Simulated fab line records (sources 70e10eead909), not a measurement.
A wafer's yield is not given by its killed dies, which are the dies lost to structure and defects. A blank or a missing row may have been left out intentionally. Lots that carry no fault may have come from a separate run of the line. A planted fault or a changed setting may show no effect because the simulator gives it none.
Comparing a struck lot with a sound one -- flow nandHarc -- 15 out of 1159 route steps
Sound: wafers L956.4, L956.5, L956.6. Wafers L970.1, L970.3, L970.4 were the ones struck. Last of all comes the cause.
Per side, at each step with rows, come the tool, then ch with its chambers, and then its first start. Under that, the readings that differ: sound wafers -- struck wafers -- difference of the means -- sigmas: that difference in standard deviations of wafers without a fault.
alike: same words and numbers on both sides, and readings whose means sit less than 2 such deviations apart. not compared: any withheld reading, any reading some wafer has no value for, any bound like >300 that may hide the same value, and any number with overlapping values for which the record gives no deviation.
Wherever a step has rows on one side only, a row that says differs or no value, or a row with sigmas, the two part there. Numbers that have no deviation but don't overlap get no sigmas and don't part them. A reading that every wafer of one side lacks parts them only if that side has two wafers or more.

first, 1 step without rows for these wafers: NHARC_P_STI_HARDBAKE_13 (time 65 s).
NHARC_P_STI_DESCUM_14: chemistry O2, time 3 s.
  sound on rieDiel-06 ch 0,3, day 3 09:29; struck on rieDiel-07 ch 0,1,3, day 6 19:49
  alike: drypumpMotorCurrentA, o2FlowSccm, oesProductAu, rfVppV, showerheadPlenumPTorr, throttleValvePct
  not compared: rfHoursCounterH
NHARC_P_STI_ETCH_42: etches the open film in N2/H2, target depth 80 nm, overetch 24 nm, time 61 s.
  sound on rieDiel-06 ch 0,1,3, day 3 09:35; struck on rieDiel-07 ch 0,1,2, day 6 19:54
  alike: biasW, drypumpMotorCurrentA, h2FlowSccm, oesProductAu, rfVppV, showerheadPlenumPTorr, throttleValvePct
  not compared: rfHoursCounterH
NHARC_P_STI_ETCH_31: etches the open film in CF4/CHF3, target depth 108.9 nm, time 54.5 s.
  sound: rieDiel-06 ch 0,1; struck: rieDiel-07 ch 1,2,3
  alike: biasW, drypumpMotorCurrentA, oesProductAu, rfVppV, showerheadPlenumPTorr, throttleValvePct
  not compared: rfHoursCounterH
NHARC_P_STI_ETCH_15: etches the open film in HBr/Cl2, target depth 300 nm, time 100.1 s.
  sound on rieSi-05 ch 1,2,3, day 3 09:49; struck on rieSi-06 ch 0,1,2, day 6 20:05
reading,sound,struck,difference,sigmas
oesProductAu (a.u.),0.988 0.988 0.991,1.013 1.001 1.020,+0.022,+2
  alike: biasW, drypumpMotorCurrentA, hbrFlowSccm, throttleValvePct
  not compared: rfHoursCounterH
NHARC_P_STI_CD_MEAS_16:
  struck on cdSem-02, day 6 20:15; sound on cdSem-01, day 3 09:56
  alike: cdNm
NHARC_P_STI_OCD_MEAS_17:
  struck on ocd-01, day 6 20:20; sound on ocd-01, day 3 10:01
reading,sound,struck,difference,sigmas
trenchDepthNm (nm),294 294 297,309 302 311,+12,+3
  alike: trenchFootCdNm
then, 3 steps without rows for these wafers: NHARC_P_STI_STRIP_19 (strips in SPM, time 900 s); NHARC_P_STI_PRECLEAN_32 (cleans in SC1); NHARC_P_STI_SRD_23.
NHARC_P_STI_OCD_MEAS_43:
  struck on ocd-01, day 6 20:51; sound on ocd-01, day 3 10:31
reading,sound,struck,difference,sigmas
trenchDepthNm (nm),294 294 297,309 302 311,+12,+3
  alike: trenchFootCdNm
then, 1 step without rows for these wafers: NHARC_P_STI_OXIDE_33 (material SiO2, target thk 10 nm, ox time 281 s).
NHARC_P_STI_HDPCVD_20: deposits SiO2.
  sound on hdpcvd-01 ch 0,1, day 3 21:44; struck on hdpcvd-01 ch 0,1, day 7 06:25
then, 2 steps without rows for these wafers: NHARC_P_STI_ANNEAL_34 (time 1800 s); NHARC_END_SORT_01.

== WHERE THEY PART ==
First at NHARC_P_STI_ETCH_15; last, within this record, at NHARC_P_STI_OCD_MEAS_43.

WHY: the cause the simulator had injected
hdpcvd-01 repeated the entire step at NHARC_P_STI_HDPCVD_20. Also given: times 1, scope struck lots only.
